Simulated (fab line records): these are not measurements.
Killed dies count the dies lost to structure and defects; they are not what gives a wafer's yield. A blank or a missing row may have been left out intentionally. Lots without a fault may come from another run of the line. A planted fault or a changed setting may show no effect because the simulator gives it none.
2 desks looking at one fault ; flow nand-harc ; each desk has only its own numbers; what lay behind them comes last

## FOR THE TOOL OWNER'S DESK: ald-metal-01
The tool's own readings at NHARC_P_CONTACT_ALD_22 (deposits TiN, target thk 3 nm, pulse time 1 s, ald cycles 150): means of the sampled wafers that have a number, for each lot that ran on this tool. If a lot's mean is further than 4 standard deviations from the usual mean, the lot is out of limits and carries the mark OUT (the distance appears in the brackets).
Columns: A = heater-power-w at NHARC_P_CONTACT_ALD_22, usual 1112 W; B = precursor-pulse-height-rel at NHARC_P_CONTACT_ALD_22, usual 0.998
lot;first seen here;A;B
L282;day 7 02:57;1060;0.991
L284;day 8 12:28;1018;0.997
L293;day 11 06:26;1024;0.994
L295;day 12 03:38;1010;1.001
Finding of this desk: none of the 4 lots has anything out of limits.

## THE METROLOGY DESK
Means of the sampled wafers that have a number, per lot and without regard to the tool the lot ran on: this is what the gauges read. If a lot's mean is further than 4 standard deviations from the usual mean, the lot is out of limits and carries the mark OUT (the distance appears in the brackets).
Columns: A = overlay-x-nm at NHARC_P_CONTACT_OVL_MEAS_13, usual -0.1 nm; B = overlay-y-nm at NHARC_P_CONTACT_OVL_MEAS_13, usual 0.2 nm
lot;first seen here;A;B
L280;day 6 01:24;1.9;-0.6
L281;day 6 11:05;-0.1;0.6
L282;day 7 00:53;0.1;-0.1
L283;day 7 05:50;-0.5;0.1
L285;day 8 00:34;0.4;-0.5
L284;day 8 10:31;0.1;0.2
L286;day 8 18:50;0.0;0.5
L293;day 11 04:22;-0.1;0.1
L295;day 12 01:32;-0.3;-0.8
L297;day 12 19:39;-0.4;0.0
L299;day 13 16:14;-0.7;0.3
L301;day 15 01:53;-0.6;0.2
L302;day 15 07:03;-1.3;-1.0
L303;day 15 13:28;-1.5;0.9
Finding of this desk: none of the 14 lots has anything out of limits.

## BROUGHT TOGETHER
The tool owner's desk saw nothing out of limits.
At the metrology desk, nothing out of limits was observed.

## WHAT WAS PUT IN BY THE SIMULATOR
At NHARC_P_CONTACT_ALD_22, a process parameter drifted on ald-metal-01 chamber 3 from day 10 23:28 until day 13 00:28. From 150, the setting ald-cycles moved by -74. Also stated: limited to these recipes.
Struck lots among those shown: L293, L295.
